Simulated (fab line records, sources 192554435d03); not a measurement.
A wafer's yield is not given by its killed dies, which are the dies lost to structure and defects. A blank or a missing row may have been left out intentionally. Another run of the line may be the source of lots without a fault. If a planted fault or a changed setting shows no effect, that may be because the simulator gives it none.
Which tool was responsible?	flow n5_finfet	9 lots with 27 wafers sampled at 6 steps, on a route of 1938 steps

WHAT THE GAUGES SHOWED, per wafer
N5_FIN_SAQP_OCD_MEAS_76.
lot	measured	on	trench_depth_nm (nm)
L873	day 2 15:40	ocd-01	126 123 121
L874	day 2 23:29	ocd-01	121 114 118
L875	day 3 02:52	ocd-02	118 124 123
L876	day 3 09:22	ocd-01	120 117 117
L879	day 4 02:26	ocd-01	114 118 116
L880	day 4 09:17	ocd-02	122 120 115
L884	day 5 08:23	ocd-01	124 121 124
L885	day 5 16:25	ocd-02	121 122 123
L886	day 5 21:44	ocd-01	119 120 118

N5_STI_FIN_REVEAL_THK_MEAS_05.
lot	measured	on	thk_nm (nm)
L873	day 2 22:37	film_metro-01	131.9 129.8 130.8
L874	day 3 07:26	film_metro-02	131.3 129.7 130.6
L875	day 3 10:46	film_metro-02	131.0 130.8 128.5
L876	day 3 16:24	film_metro-01	133.6 132.9 132.9
L879	day 4 09:52	film_metro-01	129.3 132.4 129.7
L880	day 4 16:07	film_metro-02	130.1 130.7 132.4
L884	day 5 15:11	film_metro-01	129.4 132.5 132.4
L885	day 6 01:11	film_metro-02	132.1 133.6 131.9
L886	day 6 04:46	film_metro-01	135.1 133.3 133.5

N5_DUMMY_GATE_INSPECT_17: inspects for defects (brightfield).
lot	measured	on	raw_defect_count
L873	day 3 10:47	defect_inspect-01	146 160 218
L874	day 3 19:41	defect_inspect-01	157 182 117
L875	day 3 22:46	defect_inspect-01	210 130 228
L876	day 4 04:29	defect_inspect-01	122 192 137
L879	day 5 00:19	defect_inspect-02	162 279 195
L880	day 5 04:18	defect_inspect-02	177 202 295
L884	day 6 04:40	defect_inspect-01	147 112 157
L885	day 6 13:11	defect_inspect-01	139 153 144
L886	day 6 17:01	defect_inspect-02	153 216 173

N5_BEOL_M4_RC_MEAS_101.
lot	measured	on	DIBL_N (mV/V)	DIBL_P (mV/V)	IOFF_N (nA/um)	IOFF_P (nA/um)	ION_N (uA/um)	ION_P (uA/um)	SS_N (mV/dec)	SS_P (mV/dec)	VT_N (mV)	VT_P (mV)
L873	day 8 05:15	prober-01	40.3 39.0 38.0	40.8 38.0 38.5	0.21 0.17 0.17	0.26 0.21 0.23	705 685 665	477 461 456	72.5 72.2 71.6	74.6 73.5 73.4	248 250 250	-248 -254 -252
L874	day 8 13:13	prober-02	44.2 35.3 38.9	45.7 36.6 40.1	0.35 0.15 0.20	0.40 0.23 0.28	696 685 669	473 471 463	73.9 71.3 72.6	76.2 73.1 73.9	242 251 247	-242 -250 -247
L875	day 8 22:30	prober-01	37.9 33.1 34.5	36.9 32.0 32.7	0.17 0.11 0.12	0.20 0.14 0.14	657 679 660	450 458 447	72.0 71.3 70.7	73.5 71.7 72.0	251 252 257	-251 -257 -256
L876	day 9 03:58	prober-01	36.8 39.4 35.4	38.4 42.4 37.2	0.15 0.25 0.14	0.23 0.32 0.21	665 709 668	467 489 464	71.2 73.4 71.2	74.1 74.4 74.1	253 245 254	-250 -246 -254
L879	day 9 17:10	prober-01	39.1 35.8 39.2	37.9 35.5 39.8	0.23 0.16 0.24	0.31 0.25 0.35	676 682 699	473 475 477	73.1 71.4 71.8	73.8 73.0 74.4	245 250 244	-244 -248 -241
L880	day 10 00:06	prober-01	38.4 38.5 37.4	38.5 38.8 36.5	0.19 0.21 0.18	0.28 0.29 0.26	692 703 680	482 484 470	72.2 72.1 72.1	74.2 73.7 73.5	249 245 245	-246 -246 -246
L884	day 11 04:23	prober-01	39.9 40.1 38.0	40.6 41.1 40.3	0.24 0.24 0.19	0.30 0.30 0.28	686 701 673	472 468 465	72.7 73.2 71.8	74.0 74.5 74.7	245 249 247	-245 -246 -243
L885	day 11 11:25	prober-02	40.2 36.4 40.9	40.8 36.5 42.7	0.23 0.16 0.29	0.29 0.22 0.33	690 691 711	473 476 480	73.1 71.3 72.8	74.3 72.9 74.5	243 247 238	-246 -249 -242
L886	day 11 11:47	prober-01	35.1 35.5 36.0	35.5 35.2 37.2	0.17 0.16 0.18	0.21 0.20 0.22	667 662 672	459 451 461	71.8 71.6 72.4	73.4 72.3 73.4	250 251 250	-249 -251 -250

TOOL THAT RAN EACH LOT (tool first, then ch and the chambers of the sampled wafers, then the start)
lot	N5_DUMMY_GATE_CVD_03	N5_DUMMY_GATE_CMP_04
L873	lpcvd-02 ch 0/15,0/20,0/29, day 3 02:24	cmp-01 ch 0,1,2, day 3 06:08
L874	lpcvd-01 ch 0/15,0/20,0/34, day 3 11:17	cmp-04 ch 0,1,2, day 3 15:04
L875	lpcvd-02 ch 1/20,1/25,1/34, day 3 14:22	cmp-01 ch 1,3, day 3 18:08
L876	lpcvd-01 ch 1/114,1/90,1/95, day 3 20:00	cmp-03 ch 1,2,3, day 3 23:44
L879	lpcvd-01 ch 1/114,1/90,1/95, day 4 13:59	cmp-03 ch 0,3, day 4 17:44
L880	lpcvd-01 ch 1/15,1/20,1/34, day 4 19:55	cmp-04 ch 0,3, day 4 23:40
L884	lpcvd-01 ch 1/15,1/29,1/34, day 5 20:10	cmp-03 ch 0,1,2, day 5 23:55
L885	lpcvd-02 ch 1/40,1/50,1/64, day 6 04:42	cmp-03 ch 0,1,2, day 6 08:26
L886	lpcvd-01 ch 1/75,1/79,1/89, day 6 08:28	cmp-04 ch 0,1,2, day 6 12:15
- N5_DUMMY_GATE_CVD_03: deposits a-Si from SiH4, target thk 150 nm, time 8042 s.
- N5_DUMMY_GATE_CMP_04: polishes a-Si.

AS READ BY THE TOOLS THEMSELVES (means over the sampled wafers that have a number; for cases with no such wafer, the mark the record gives instead)
N5_DUMMY_GATE_CVD_03.
lot	tool	spike_tc_bottom_C (C)	spike_tc_centre_C (C)	spike_tc_lower_C (C)	spike_tc_top_C (C)	spike_tc_upper_C (C)	susceptor_temp_C (C)	zone_power_lower_pct (%)
L873	lpcvd-02	551	531.0	528.5	558.2	530.9	530.09	7.2
L874	lpcvd-01	547	532.2	529.0	557.6	529.8	529.89	6.3
L875	lpcvd-02	552	532.5	529.0	551.4	529.9	530.04	8.0
L876	lpcvd-01	557	531.2	530.3	553.8	530.7	529.91	7.5
L879	lpcvd-01	557	530.7	530.6	553.8	530.7	530.07	7.5
L880	lpcvd-01	557	529.9	530.7	553.3	531.2	529.98	7.5
L884	lpcvd-01	579	553.8	552.2	574.7	552.7	552.17	8.0
L885	lpcvd-02	553	532.2	529.3	551.5	529.5	529.89	8.0
L886	lpcvd-01	579	552.9	552.4	574.5	553.1	552.26	8.0

N5_DUMMY_GATE_CMP_04.
lot	tool	motor_current_A (A)	slurry_flow_ml_min	time_to_endpoint_s (s)
L873	cmp-01	10.2	149.8	12
L874	cmp-04	10.2	150.1	11
L875	cmp-01	8.9	150.2	8
L876	cmp-03	11.2	150.1	8
L879	cmp-03	9.0	150.2	14
L880	cmp-04	10.6	150.5	10
L884	cmp-03	10.9	150.1	29
L885	cmp-03	11.3	150.3	11
L886	cmp-04	10.2	150.3	37

THE ANSWER, worked out from the rows above alone
Rule: the usual values come from the lots themselves. Put in order of their means at a reading, lots are off if they are a third of the lots or fewer, leave a main group of 4 or more, and stand apart from it by a gap of 3 or more times the standard deviation of the main group's means; of several such gaps the widest counts. If all means in a main group match to the digits the tables above print for the reading, that group is not used. A lot without any number at a reading at which 4 lots or more have one is off too. Any other lot the step has rows for is counted as sound. First the gauges in route order, then the tools' own readings, where a lot's mean is used as printed above. At the first step where some lot is off, the reading lying furthest off is the one used; lots without a number count as furthest.
Off at N5_DUMMY_GATE_CVD_03 (susceptor_temp_C): L884, L886. Main group: mean 529.98 C, sd 0.08.
If a tool, at that step or one of the process steps before it, ran each lot that is off and ran no sound lot following the first of them, it fits. One fits: N5_DUMMY_GATE_CVD_03 on lpcvd-01. Its last sound lot is L880 (day 4 19:55), its first lot that is off L884 (day 5 20:10): a fault that began between those two fits.
The tool's own readings at N5_DUMMY_GATE_CVD_03 bear it out: on the lots that are off they differ by more than 5 times the standard deviation of the sound lots' means. spike_tc_bottom_C reads 579 C there against 553 C on the sound lots; spike_tc_centre_C reads 553.3 C there against 531.4 C on the sound lots; spike_tc_lower_C reads 552.3 C there against 529.6 C on the sound lots; spike_tc_top_C reads 574.6 C there against 554.2 C on the sound lots; spike_tc_upper_C reads 552.9 C there against 530.4 C on the sound lots; susceptor_temp_C reads 552.21 C there against 529.98 C on the sound lots.

WHAT HAD BEEN PUT IN BY THE SIMULATOR
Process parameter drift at N5_DUMMY_GATE_CVD_03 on lpcvd-01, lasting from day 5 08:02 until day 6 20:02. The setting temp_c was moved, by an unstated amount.
Struck lots among those shown: L884, L886. The rule above reached the same finding.
